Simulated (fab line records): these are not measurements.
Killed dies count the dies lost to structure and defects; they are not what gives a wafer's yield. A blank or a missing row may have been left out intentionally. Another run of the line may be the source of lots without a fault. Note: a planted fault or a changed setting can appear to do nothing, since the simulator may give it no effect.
Chamber matching || flow n5_finfet || rie_diel-04 running N5_BEOL_M12_DESCUM_15: 4 sister chambers
The step chemistry O2, time 7.9 s. 4 wafers are shown with their chamber, then 9 later ones without.

== WAFERS WITH THEIR CHAMBER ==
{"wafer": "L080.4", "chamber": 1, "drypump_motor_current_A (A)": 6.2}
{"wafer": "L089.2", "chamber": 3, "drypump_motor_current_A (A)": 5.5}
{"wafer": "L089.3", "chamber": 0, "drypump_motor_current_A (A)": 6.1}
{"wafer": "L089.5", "chamber": 2, "drypump_motor_current_A (A)": 5.9}

== WAFERS WITHOUT THEIR CHAMBER ==
{"wafer": "L092.3", "drypump_motor_current_A (A)": 5.9}
{"wafer": "L092.4", "drypump_motor_current_A (A)": 5.9}
{"wafer": "L092.5", "drypump_motor_current_A (A)": 5.4}
{"wafer": "L096.1", "drypump_motor_current_A (A)": 5.9}
{"wafer": "L096.2", "drypump_motor_current_A (A)": 6.2}
{"wafer": "L096.4", "drypump_motor_current_A (A)": 5.5}
{"wafer": "L097.1", "drypump_motor_current_A (A)": 6.2}
{"wafer": "L097.2", "drypump_motor_current_A (A)": 6.0}
{"wafer": "L097.4", "drypump_motor_current_A (A)": 5.9}

== EACH ONE'S CHAMBER ==
{"wafer": "L092.3", "from the rows above": 2, "in truth": 2}
{"wafer": "L092.4", "from the rows above": 2, "in truth": 2}
{"wafer": "L092.5", "from the rows above": 3, "in truth": 3}
{"wafer": "L096.1", "from the rows above": 2, "in truth": 2}
{"wafer": "L096.2", "from the rows above": 1, "in truth": 1}
{"wafer": "L096.4", "from the rows above": 3, "in truth": 3}
{"wafer": "L097.1", "from the rows above": 1, "in truth": 1}
{"wafer": "L097.2", "from the rows above": "can't be placed: 0 or 2", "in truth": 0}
{"wafer": "L097.4", "from the rows above": 2, "in truth": 2}
8 of 9 placed correctly. Cannot be placed on the basis of these rows: 1; the candidates contain the true chamber in 1. Placed wrongly: 0.
How it was worked out, from the rows above alone: a wafer's distance from a chamber is the root of the sum, over the readings, of the square of ((its reading less the chamber's mean) divided by the reading's scatter). If the next closest chamber is less than 2 further off than the closest, the wafer can't be placed; otherwise it belongs to the closest. The mean given for a chamber averages the wafers shown for that chamber. The scatter (one wafer shown for each chamber): square how far every hidden wafer sits from the nearest shown wafer, average those squares and take the square root.
